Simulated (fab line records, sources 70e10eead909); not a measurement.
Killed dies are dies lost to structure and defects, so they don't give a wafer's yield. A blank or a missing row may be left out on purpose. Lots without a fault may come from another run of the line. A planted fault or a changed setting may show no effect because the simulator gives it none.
fab line records | flow nand_harc
record lots=13 wafers=39 last_day=24
route steps=1159 shown A_SLIT@791 A_WL_FILL@823
lots that met no fault: from a run of the same line without faults
start_h: hours from the record's first day to the start of the lot's first wafer shown | wait_h: hours since the lot's step before | " the same as in the row above | L1.1+2: a row that stands for several wafers | - no value, or no start given | * or withheld: withheld | < > ~ a bound
route shown NAME@n: a module of which the file shows steps, and the number in the route of the first | usual: mean/standard deviation of fault-free wafers | same: alike in all rows | chamber/n: place in a boat | sites: the reading at each site | _std_site: their standard deviation | _edge_site: outer sites' mean less inner sites' | radius_mm: how far each site lies from the wafer's centre | mask NAME#n: copy n | behind: the tool/chamber that last shaped the wafer | hold: why the lot was held/for how many hours/how that ended | device: the transistor (n, p or np) that didn't switch | end of line: the same wafers' tests at the end of the route | a step without rows: its recipe alone | killed: dies lost to structure and defects at the first sort, not the wafer's yield | map: a wafer's dies, x killed, . not, _ none there
set.NAME: the setting as run; set.NAME@STEP: as run at that earlier step | model.NAME: the simulator's own value behind a step, which no gauge read
steps of the route over a sample of lots; a table a step, a row a wafer
services: from which hour (start_h, from the record's first day; less than 0 if before it) a tool's chamber was out of use, for how many hours, and why
## steps
# step NHARC_A_SLIT_OVL_MEAS_10
# usual overlay_x_nm=0.1/0.74 overlay_y_nm=-0.1/0.72
# columns lot.wafer tool chamber start_h wait_h overlay_x_nm overlay_y_nm
L352.1 overlay-02 - 312.04 - 0.4 0.2
L352.3 " - " " 0.7 0.6
L352.5 " - " " 1.1 0.0
L354.2 overlay-02 - 325.48 - -0.3 -0.2
L354.5 " - " " -0.6 -0.1
L354.6 " - " " -0.4 -1.1
L357.2 overlay-02 - 335.19 - 0.0 -0.2
L357.3 " - " " 0.1 0.0
L357.6 " - " " 0.2 -0.6
L353.1 overlay-02 - 335.34 - -0.8 0.7
L353.4 " - " " -0.1 0.5
L353.6 " - " " -0.2 0.7
L355.3 overlay-01 - 335.50 - 0.6 -0.2
L355.4 " - " " 0.1 -0.4
L355.6 " - " " 0.9 -0.6
L356.2 overlay-02 - 337.12 - -1.1 -1.4
L356.3 " - " " -0.5 -1.8
L356.6 " - " " -0.5 -1.6
L359.2 overlay-01 - 344.56 - -0.9 0.2
L359.3 " - " " -1.2 0.3
L359.4 " - " " -0.7 1.3
L361.1 overlay-01 - 376.72 - -0.7 1.6
L361.5 " - " " -0.5 1.7
L361.6 " - " " -1.0 1.8
L364.3 overlay-01 - 394.62 - 1.8 0.6
L364.5 " - " " 1.7 0.5
L364.6 " - " " 1.5 -0.1
L365.1 overlay-02 - 405.83 - 1.5 0.8
L365.2 " - " " 1.4 0.5
L365.6 " - " " 1.5 0.2
L371.3 overlay-02 - 417.55 - -0.8 0.2
L371.4 " - " " -1.3 0.4
L371.5 " - " " -0.5 0.5
L374.1 overlay-01 - 439.18 - 0.4 0.2
L374.3 " - " " -0.3 0.7
L374.4 " - " " 0.0 0.3
L375.2 overlay-01 - 450.64 - -0.2 -0.8
L375.3 " - " " 0.0 -0.5
L375.6 " - " " 0.5 0.1
# step NHARC_A_SLIT_ETCH_26
# recipe bias_v=400 source_w=2000 pressure_mtorr=25 time_s=90 ar_flow_sccm=375 c4f8_flow_sccm=41.7 o2_flow_sccm=83.3 target_depth_a=4000 chemistry=C4F8/O2/Ar
# usual drypump_motor_current_A=6.08/0.27 o2_flow_sccm=83.29/0.27 showerhead_plenum_p_Torr=3.71/0.085 throttle_valve_pct=27.620/0.0083
# columns lot.wafer tool chamber start_h wait_h drypump_motor_current_A o2_flow_sccm rf_hours_counter_h showerhead_plenum_p_Torr throttle_valve_pct
L352.1 har_etch-02 1 321.87 1.0 5.91 83.22 172 3.60 27.623
L352.3 " 0 " " 5.77 83.84 - 3.69 27.638
L352.5 " 0 " " 5.79 83.24 - 3.69 27.607
L354.2 har_etch-01 1 330.41 1.2 6.49 83.00 5 3.74 27.611
L354.6 " 1 " " 6.50 83.04 - 3.75 27.612
L354.5 " 0 " " 6.02 83.30 - 3.83 27.615
L357.2 har_etch-01 0 337.53 1.2 6.04 83.58 7 3.83 27.625
L357.3 " 1 " " 6.50 83.50 - 3.74 27.623
L357.6 " 1 " " 6.51 83.16 - 3.74 27.620
L353.1 har_etch-02 1 337.71 1.0 5.93 83.06 181 3.60 27.637
L353.4 " 1 " " 5.93 83.12 - 3.60 27.638
L353.6 " 0 " " 5.78 83.04 - 3.68 27.622
L355.3 har_etch-01 0 339.27 0.8 6.01 83.12 - 3.83 27.624
L355.4 " 1 " " 6.50 83.38 - 3.74 27.617
L355.6 " 1 " " 6.49 83.34 - 3.74 27.638
L356.2 har_etch-02 1 339.49 1.0 5.93 83.11 183 3.60 27.623
L356.3 " 0 " " 5.78 83.47 - 3.68 27.615
L356.6 " 1 " " 5.90 83.55 - 3.60 27.613
L359.2 har_etch-02 0 346.93 1.0 5.78 83.45 184 3.68 27.622
L359.3 " 1 " " 5.90 83.37 - 3.59 27.622
L359.4 " 0 " " 5.78 83.21 - 3.68 27.614
L361.1 har_etch-01 1 379.09 1.2 6.47 83.02 25 3.73 27.624
L361.5 " 1 " " 6.45 82.71 - 3.73 27.621
L361.6 " 0 " " 6.03 82.80 - 3.82 27.618
L364.3 har_etch-01 0 399.80 0.6 6.03 82.93 - 3.82 27.625
L364.5 " 1 " " 6.46 83.24 - 3.73 27.611
L364.6 " 0 " " 6.01 83.13 - 3.81 27.626
L365.2 har_etch-01 0 410.71 1.2 6.03 83.63 42 3.81 27.626
L365.1 " 1 " " 6.52 83.69 42 3.72 27.613
L365.6 " 0 " " 6.03 83.17 - 3.81 27.614
L371.3 har_etch-02 0 419.97 0.8 5.78 83.29 - 3.66 27.625
L371.4 " 1 " " 5.92 83.46 - 3.57 27.625
L371.5 " 1 " " 5.92 83.26 - 3.58 27.611
L374.1 har_etch-02 1 441.54 1.2 5.90 83.20 222 3.57 27.621
L374.4 " 1 " " 5.92 83.70 - 3.57 27.621
L374.3 " 0 " " 5.76 83.63 - 3.66 27.634
L375.2 har_etch-02 0 455.06 1.2 5.79 83.00 228 3.65 27.628
L375.3 " 1 " " 5.93 83.63 - 3.57 27.632
L375.6 " 0 " " 5.80 83.38 - 3.65 27.630
# step NHARC_A_WL_FILL_ETCHBACK_16
# recipe target_depth_a=880 time_s=17.6 c4f8_flow_sccm=withheld o2_flow_sccm=8 ar_flow_sccm=withheld rf_w=600 bias_w=800 chemistry=C4F8/O2/Ar
# usual oes_product_au=0.989/0.029 rf_vpp_V=724/4.2
# columns lot.wafer tool chamber start_h wait_h oes_product_au rf_hours_counter_h rf_vpp_V
L352.1 rie_diel-10 2 349.42 - 0.916 6.5 717
L352.3 " 3 " " 0.931 6.3 727
L352.5 " 1 " " 0.917 - 719
L354.2 rie_diel-12 1 356.01 - 1.024 3.5 720
L354.6 " 3 " " 1.017 - 730
L354.5 " 0 " " 0.994 - 729
L353.1 rie_diel-06 2 366.80 - 1.001 8.3 727
L353.6 " 2 " " 1.007 - 728
L353.4 " 3 " " 1.035 - 724
L357.3 rie_diel-10 2 366.81 - 0.989 0 718
L357.2 " 3 " " 1.011 0 727
L357.6 " 1 " " 0.986 - 720
L355.3 rie_diel-12 0 369.88 - 0.975 3.9 730
L355.4 " 2 " " 0.971 3.3 723
L355.6 " 3 " " 1.002 - 728
L359.2 rie_diel-10 1 375.19 - 1.007 0.1 718
L359.4 " 2 " " 0.999 0.1 716
L359.3 " 3 " " 1.020 0.2 727
L356.2 rie_diel-10 2 382.17 7.7 1.001 0.4 717
L356.3 " 0 " " 0.998 0.5 723
L356.6 " 3 " " 1.012 - 727
L361.1 rie_diel-06 2 411.54 - 1.010 10.9 729
L361.6 " 1 " " 1.008 - 721
L361.5 " 2 " " 1.016 - 727
L364.3 rie_diel-12 3 423.15 - 1.017 1.1 730
L364.6 " 2 " " 0.996 - 723
L364.5 " 3 " " 1.018 - 728
L365.2 rie_diel-10 0 436.98 - 0.615 2.7 725
L365.1 " 3 " " 0.925 2.5 727
L365.6 " 0 " " 0.621 - 724
L371.3 rie_diel-06 3 442.07 - 1.015 0.2 723
L371.5 " 2 " " 1.008 - 728
L371.4 " 0 " " 1.000 - 726
L374.3 rie_diel-12 2 469.24 - 0.911 2.1 722
L374.1 " 3 " " 0.929 2.1 729
L374.4 " 0 " " 0.932 2.0 730
L375.3 rie_diel-12 3 477.64 - 0.996 2.4 730
L375.2 " 1 " " 0.995 2.2 720
L375.6 " 0 " " 1.011 - 730
# step NHARC_A_WL_FILL_INSPECT_15
# usual raw_defect_count=400/140
# columns lot.wafer tool chamber start_h wait_h raw_defect_count
L352.1 defect_inspect-01 - 367.67 0.0 369
L352.3 " - " " 257
L352.5 " - " " 223
L354.2 defect_inspect-02 - 367.98 0.0 280
L354.5 " - " " 325
L354.6 " - " " 316
L353.1 defect_inspect-01 - 378.27 0.0 707
L353.4 " - " " 435
L353.6 " - " " 537
L357.2 defect_inspect-02 - 378.40 0.0 241
L357.3 " - " " 266
L357.6 " - " " 369
L355.3 defect_inspect-02 - 390.52 0.0 276
L355.4 " - " " 269
L355.6 " - " " 308
L359.2 defect_inspect-02 - 396.19 0.0 281
L359.3 " - " " 254
L359.4 " - " " 312
L356.2 defect_inspect-01 - 396.91 0.0 298
L356.3 " - " " 421
L356.6 " - " " 412
L361.1 defect_inspect-02 - 423.01 0.0 263
L361.5 " - " " 351
L361.6 " - " " 238
L364.3 defect_inspect-01 - 439.02 0.0 682
L364.5 " - " " 850
L364.6 " - " " 768
L365.1 defect_inspect-01 - 448.29 0.0 410
L365.2 " - " " 417
L365.6 " - " " 408
L371.3 defect_inspect-01 - 456.83 0.0 455
L371.4 " - " " 383
L371.5 " - " " 539
L374.1 defect_inspect-01 - 484.94 0.0 340
L374.3 " - " " 367
L374.4 " - " " 484
L375.2 defect_inspect-02 - 495.79 0.0 431
L375.3 " - " " 293
L375.6 " - " " 418
## services
# columns tool chamber start_h hours kind
har_etch-01 - 305.74 17.0 pm
har_etch-01 0 305.74 17.0 vent_cycle
har_etch-01 1 305.74 17.0 vent_cycle
rie_diel-10 0 308.11 - clean
rie_diel-10 1 308.11 - clean
rie_diel-10 2 308.11 - clean
rie_diel-10 3 308.11 - clean
rie_diel-12 0 309.42 - clean
har_etch-01 0 322.74 - clean
har_etch-01 0 322.74 - consumable_replace:focus_ring
har_etch-01 1 322.74 - clean
har_etch-01 1 322.74 - consumable_replace:focus_ring
rie_diel-12 2 337.18 16.6 repair
rie_diel-10 - 353.61 9.0 pm
rie_diel-06 1 359.92 15.2 repair
rie_diel-12 - 379.42 9.0 pm
rie_diel-10 1 383.96 9.9 repair
rie_diel-06 - 418.20 9.0 pm
rie_diel-06 1 440.65 8.8 repair
rie_diel-10 1 459.01 34.6 repair
rie_diel-06 1 461.88 3.2 repair
rie_diel-12 - 463.42 4.1 repair
rie_diel-06 2 463.57 15.6 repair
har_etch-02 - 470.28 2.6 repair
## key
first_sign step=NHARC_A_WL_FILL_ETCHBACK_16 reading=oes_product_au direction=down sigmas=13 usual=0.989 struck=0.618
effect none on later readings
met_at NHARC_A_WL_FILL_ETCHBACK_16
struck_lots L365
struck_wafers L365.2,L365.6
later_rows_left_out L365.2,L365.6
sort_left_out L365.2,L365.6
tester_left_out L365
not_acting_at NHARC_A_SLIT_OVL_MEAS_10,NHARC_A_SLIT_ETCH_26,NHARC_A_WL_FILL_INSPECT_15
onset_between 382.17 436.98
fault kind=process_parameter_drift tool=rie_diel-10 chamber=0 onset_h=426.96 steps=NHARC_A_WL_FILL_ETCHBACK_16 channel=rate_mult offset=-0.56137 shape=step end_h=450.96
# tester_left_out: of these lots the tester's yield and bins aren't shown, on N5 and GAA mostly nor the transistor test; their killed dies are dies lost to structure and defects alone, not to doping, threshold or leakage, so they don't give the yield
# sort_left_out: the simulated sort isn't trusted on such a fault, so these wafers' sort isn't shown, and their yield isn't known
# later_rows_left_out: the simulator's readings of these wafers behind a module that went badly wrong aren't trusted and aren't shown, but for the sort
